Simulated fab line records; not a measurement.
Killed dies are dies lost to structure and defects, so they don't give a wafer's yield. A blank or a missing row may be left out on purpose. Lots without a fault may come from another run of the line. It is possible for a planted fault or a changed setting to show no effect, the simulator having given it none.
fab line records	flow nand-harc	part 2 of 2: steps 28 to 37 of 37
record lots=5	wafers=15	last-day=24
route steps=1159 shown P_GATE@198 P_CONTACT@217
lots untouched by any fault: they come from a run of this same line in which no faults occurred
start-h: the number of hours between the record's first day and the start of the first shown wafer of the lot	wait-h: hours from the lot's prior step to this one	" as in the row above	L1.1+2: several wafers, shown together as one row	- either no value or no given start	* or withheld: withheld	< > ~ a bound
route shown NAME@n: a module of which the file shows steps, and the number in the route of the first	usual: the fault-free wafers' mean and standard deviation	same: alike in all rows	chamber/n: place in a boat	sites: readings site by site	_std_site: their standard deviation	_edge_site: outer sites' mean less inner sites'	radius-mm: for every site, how far away it sits from the centre of the wafer	mask NAME#n: copy n	behind: the last tool/chamber to shape the wafer	hold: cause of the lot's hold/its duration in hours/its outcome	device: the n, p or np transistor that did not switch	end of line: tests run on the same wafers once the route is complete	for a step that has no rows: nothing shown but its recipe	killed: dies that structure and defects cost at the first sort, which is not the same as the wafer's yield	map: a wafer's dies, marking killed ones x, the rest . and places with no die _
set.NAME: the setting the step ran with; set.NAME@STEP: the setting that earlier step ran with	model.NAME: the simulator's own value behind a step, which no gauge read
lots at selected steps of the route; one table per step, one row per wafer
services: a tool's chamber out of use, with start hour (start-h, from the record's first day; less than 0 if before it), hours out, and reason
## steps
# step NHARC_P_CONTACT_COAT_06
# recipe spin-rpm=1500	resist-thk-nm=90
# usual dispense-pressure-kPa=48.9/1.2	exhaust-pa=45.1/0.96
lot.wafer	tool	chamber	start-h	wait-h	dispense-pressure-kPa	exhaust-pa
L074.2	litho-track-04	0	-	-	49.2	45.5
L074.3	"	0	"	"	49.3	44.6
L074.5	"	0	"	"	49.2	44.3
L083.1	litho-track-06	0	-	-	49.8	45.8
L083.3	"	0	"	"	49.7	46.4
L083.5	"	0	"	"	49.8	45.1
L094.2	litho-track-06	0	-	-	49.8	45.8
L094.3	"	0	"	"	49.8	45.9
L094.5	"	0	"	"	49.8	46.1
L095.1	litho-track-04	0	-	-	49.3	46.9
L095.3	"	0	"	"	49.2	45.6
L095.4	"	0	"	"	49.2	45.2
L096.1	litho-track-04	0	-	-	49.3	45.5
L096.2	"	0	"	"	49.2	44.0
L096.4	"	0	"	"	49.3	45.2
# step NHARC_P_CONTACT_SOFTBAKE_07
# recipe temp-c=105	time-s=55
# usual exhaust-pa=44.9/0.86	heater-power-total-W=188.45/0.14
lot.wafer	tool	chamber	start-h	wait-h	exhaust-pa	heater-power-total-W
L074.2	litho-track-04	0	-	-	43.7	188.36
L074.3	"	0	"	"	45.4	188.28
L074.5	"	0	"	"	46.0	188.36
L083.1	litho-track-06	0	-	-	45.7	188.28
L083.3	"	0	"	"	44.9	188.47
L083.5	"	0	"	"	45.5	188.59
L094.2	litho-track-06	0	-	-	45.7	188.39
L094.3	"	0	"	"	45.7	188.62
L094.5	"	0	"	"	45.9	188.35
L095.1	litho-track-04	0	-	-	46.0	188.35
L095.3	"	0	"	"	44.2	188.25
L095.4	"	0	"	"	45.1	188.56
L096.1	litho-track-04	0	-	-	43.5	188.44
L096.2	"	0	"	"	45.1	188.64
L096.4	"	0	"	"	43.9	188.50
# step NHARC_P_CONTACT_EBR_08
# usual exhaust-pa=45.0/0.94
lot.wafer	tool	chamber	start-h	wait-h	exhaust-pa
L074.2	litho-track-04	0	-	-	43.3
L074.3	"	0	"	"	45.3
L074.5	"	0	"	"	44.9
L083.1	litho-track-06	0	-	-	44.0
L083.3	"	0	"	"	46.7
L083.5	"	0	"	"	45.2
L094.2	litho-track-06	0	-	-	46.7
L094.3	"	0	"	"	44.0
L094.5	"	0	"	"	46.2
L095.1	litho-track-04	0	-	-	46.8
L095.3	"	0	"	"	46.7
L095.4	"	0	"	"	46.3
L096.1	litho-track-04	0	-	-	44.5
L096.2	"	0	"	"	46.2
L096.4	"	0	"	"	45.7
# step NHARC_P_CONTACT_EXPOSE_09
# recipe na=1.35	target-cd-nm=90	dose-mj=81.26	mask-id=P_CA
# usual focus-offset-nm=0.0/0.58	stage-vel-mm-s=499.98/0.24
# same na=1.35
lot.wafer	tool	chamber	start-h	wait-h	mask	focus-offset-nm	stage-vel-mm-s
L074.2	arfi-scanner-02	0	112.83	-	P_CA#0	0.2	500.19
L074.3	"	0	"	"	P_CA#0	0.4	500.08
L074.5	"	0	"	"	P_CA#0	-0.1	500.21
L083.1	arfi-scanner-01	0	160.54	-	P_CA#0	-0.3	499.95
L083.3	"	0	"	"	P_CA#0	-1.0	500.13
L083.5	"	0	"	"	P_CA#0	0.1	499.94
L094.2	arfi-scanner-02	0	231.27	-	P_CA#0	0.2	500.35
L094.3	"	0	"	"	P_CA#0	-0.4	499.87
L094.5	"	0	"	"	P_CA#0	0.6	499.97
L095.1	arfi-scanner-03	0	231.56	-	P_CA#0	-0.4	500.31
L095.3	"	0	"	"	P_CA#0	-0.9	500.22
L095.4	"	0	"	"	P_CA#0	-0.3	500.43
L096.1	arfi-scanner-03	0	243.21	-	P_CA#0	-0.7	500.31
L096.2	"	0	"	"	P_CA#0	0.1	499.89
L096.4	"	0	"	"	P_CA#0	-0.5	500.23
# step NHARC_P_CONTACT_PEB_10
# recipe peb-temp-c=100	peb-time-s=65
# usual exhaust-pa=44.9/0.8	heater-power-total-W=156.6/0.4
lot.wafer	tool	chamber	start-h	wait-h	exhaust-pa	heater-power-total-W
L074.2	litho-track-04	0	112.89	0.1	44.3	156.8
L074.3	"	0	"	"	45.9	156.4
L074.5	"	0	"	"	45.7	156.8
L083.1	litho-track-04	0	160.61	0.1	45.4	156.0
L083.3	"	0	"	"	46.3	156.0
L083.5	"	0	"	"	45.8	157.2
L094.2	litho-track-06	0	231.33	0.1	45.7	156.8
L094.3	"	0	"	"	45.7	156.9
L094.5	"	0	"	"	46.5	157.0
L095.1	litho-track-01	0	231.62	0.1	44.5	156.2
L095.3	"	0	"	"	46.0	157.0
L095.4	"	0	"	"	44.9	156.8
L096.1	litho-track-04	0	243.27	0.1	44.6	156.6
L096.2	"	0	"	"	44.2	156.8
L096.4	"	0	"	"	46.0	157.0
# step NHARC_P_CONTACT_DEVELOP_11
# recipe develop-time-s=35	dev-temp-c=23
# usual exhaust-pa=45.0/0.96
lot.wafer	tool	chamber	start-h	wait-h	exhaust-pa
L074.2	litho-track-04	0	-	-	44.3
L074.3	"	0	"	"	43.5
L074.5	"	0	"	"	43.3
L083.1	litho-track-04	0	-	-	44.6
L083.3	"	0	"	"	44.2
L083.5	"	0	"	"	44.4
L094.2	litho-track-06	0	-	-	44.9
L094.3	"	0	"	"	44.9
L094.5	"	0	"	"	44.6
L095.1	litho-track-01	0	-	-	44.7
L095.3	"	0	"	"	45.8
L095.4	"	0	"	"	44.4
L096.1	litho-track-04	0	-	-	46.7
L096.2	"	0	"	"	46.5
L096.4	"	0	"	"	45.2
# step NHARC_P_CONTACT_CD_MEAS_12
# recipe target-cd-nm=90	landing-energy-ev=500
# usual cd-nm=89.8/0.6
lot.wafer	tool	chamber	start-h	wait-h	cd-nm
L074.2	cd-sem-01	0	112.97	-	89.7
L074.3	"	0	"	"	89.5
L074.5	"	0	"	"	89.8
L083.1	cd-sem-01	0	160.68	-	89.9
L083.3	"	0	"	"	89.8
L083.5	"	0	"	"	89.7
L094.2	cd-sem-02	0	231.41	-	90.9
L094.3	"	0	"	"	89.8
L094.5	"	0	"	"	90.4
L095.1	cd-sem-02	0	231.70	-	90.8
L095.3	"	0	"	"	91.6
L095.4	"	0	"	"	91.3
L096.1	cd-sem-02	0	243.35	-	89.7
L096.2	"	0	"	"	89.8
L096.4	"	0	"	"	90.2
# step NHARC_P_CONTACT_OVL_MEAS_13
# usual overlay-x-nm=-0.1/0.8	overlay-y-nm=0.1/0.81
lot.wafer	tool	chamber	start-h	wait-h	overlay-x-nm	overlay-y-nm
L074.2	overlay-02	-	113.06	-	1.6	0.1
L074.3	"	-	"	"	0.7	0.1
L074.5	"	-	"	"	1.5	-0.8
L083.1	overlay-01	-	160.78	-	-0.3	1.0
L083.3	"	-	"	"	-0.6	0.8
L083.5	"	-	"	"	-0.9	1.0
L094.2	overlay-01	-	231.49	-	-1.4	0.5
L094.3	"	-	"	"	-1.0	0.9
L094.5	"	-	"	"	-0.9	0.3
L095.1	overlay-01	-	231.79	-	0.1	0.8
L095.3	"	-	"	"	0.4	1.1
L095.4	"	-	"	"	0.0	0.8
L096.1	overlay-01	-	243.44	-	1.5	-1.2
L096.2	"	-	"	"	1.8	-0.7
L096.4	"	-	"	"	1.3	-0.6
# step NHARC_P_CONTACT_INSPECT_14
# usual raw-defect-count=3.6/2
lot.wafer	tool	chamber	start-h	wait-h	raw-defect-count
L074.2	defect-inspect-01	-	113.11	0.1	4
L074.3	"	-	"	"	3
L074.5	"	-	"	"	2
L083.1	defect-inspect-01	-	160.81	0.0	5
L083.3	"	-	"	"	3
L083.5	"	-	"	"	2
L094.2	defect-inspect-01	-	231.53	0.0	3
L094.3	"	-	"	"	5
L094.5	"	-	"	"	5
L095.1	defect-inspect-02	-	231.83	0.0	2
L095.3	"	-	"	"	5
L095.4	"	-	"	"	2
L096.1	defect-inspect-02	-	243.48	0.0	1
L096.2	"	-	"	"	4
L096.4	"	-	"	"	2
# step NHARC_P_CONTACT_DESCUM_17
# recipe time-s=3	o2-flow-sccm=200	ar-flow-sccm=0	bias-power-w=0	chemistry=O2
# usual drypump-motor-current-A=5.7/0.38	oes-product-au=0.999/0.012	rf-vpp-V=57.7/0.88	showerhead-plenum-p-Torr=1.90/0.089	throttle-valve-pct=11.310/0.0096
lot.wafer	tool	chamber	start-h	wait-h	drypump-motor-current-A	oes-product-au	rf-hours-counter-h	rf-vpp-V	showerhead-plenum-p-Torr	throttle-valve-pct
L074.3	rie-diel-10	0	113.17	0.1	5.3	1.001	39	57.0	1.94	11.321
L074.2	"	1	"	"	5.1	1.000	39	57.0	1.99	11.320
L074.5	"	1	"	"	5.1	0.999	-	57.6	1.99	11.295
L083.1	rie-diel-04	1	160.88	0.1	5.4	0.999	4	56.7	2.01	11.306
L083.3	"	0	"	"	6.3	1.007	4	58.2	2.02	11.330
L083.5	"	1	"	"	5.5	0.999	-	58.0	2.01	11.309
L094.3	rie-diel-12	1	231.59	0.1	5.2	0.991	2	57.6	1.90	11.310
L094.2	"	2	"	"	5.2	0.999	1	58.4	1.98	11.306
L094.5	"	1	"	"	5.2	0.983	-	58.7	1.90	11.312
L095.3	rie-diel-10	3	231.89	0.1	6.1	0.996	17	57.0	1.79	11.314
L095.4	"	1	"	"	5.1	0.999	17	58.9	1.98	11.304
L095.1	"	2	"	"	5.3	1.010	17	57.8	1.88	11.300
L096.2	rie-diel-12	0	243.55	0.1	6.0	1.008	3	55.7	1.79	11.315
L096.4	"	1	"	"	5.2	0.994	2	58.1	1.90	11.312
L096.1	"	2	"	"	5.2	0.996	2	59.2	1.98	11.314
## services
tool	chamber	start-h	hours	kind
implanter-02	-	85.00	13.0	pm
pvd-sputter-01	-	90.61	9.8	repair
plasma-asher-01	-	99.00	9.0	pm
pvd-sputter-03	-	102.00	10.0	pm
cmp-04	-	105.00	4.0	pm
rie-diel-06	0	105.37	14.6	repair
pecvd-03	-	111.26	13.0	pm
wet-bench-09	-	112.80	8.0	pm
litho-track-06	-	117.00	7.0	pm
pecvd-02	-	128.11	0.8	repair
plasma-asher-01	-	140.72	6.7	repair
litho-track-04	-	141.00	7.0	pm
pecvd-02	-	153.09	13.0	pm
pvd-sputter-01	-	158.01	10.0	pm
plasma-asher-02	-	162.79	7.9	repair
wet-bench-04	-	163.20	8.0	pm
litho-track-02	-	165.00	7.0	pm
pecvd-02	-	169.58	1.4	repair
pvd-sputter-01	-	169.99	10.7	repair
implanter-02	-	178.96	2.0	repair
pvd-sputter-01	-	184.48	9.0	repair
litho-track-07	-	189.00	7.0	pm
plasma-asher-02	-	189.65	9.0	pm
litho-track-05	-	237.00	7.0	pm
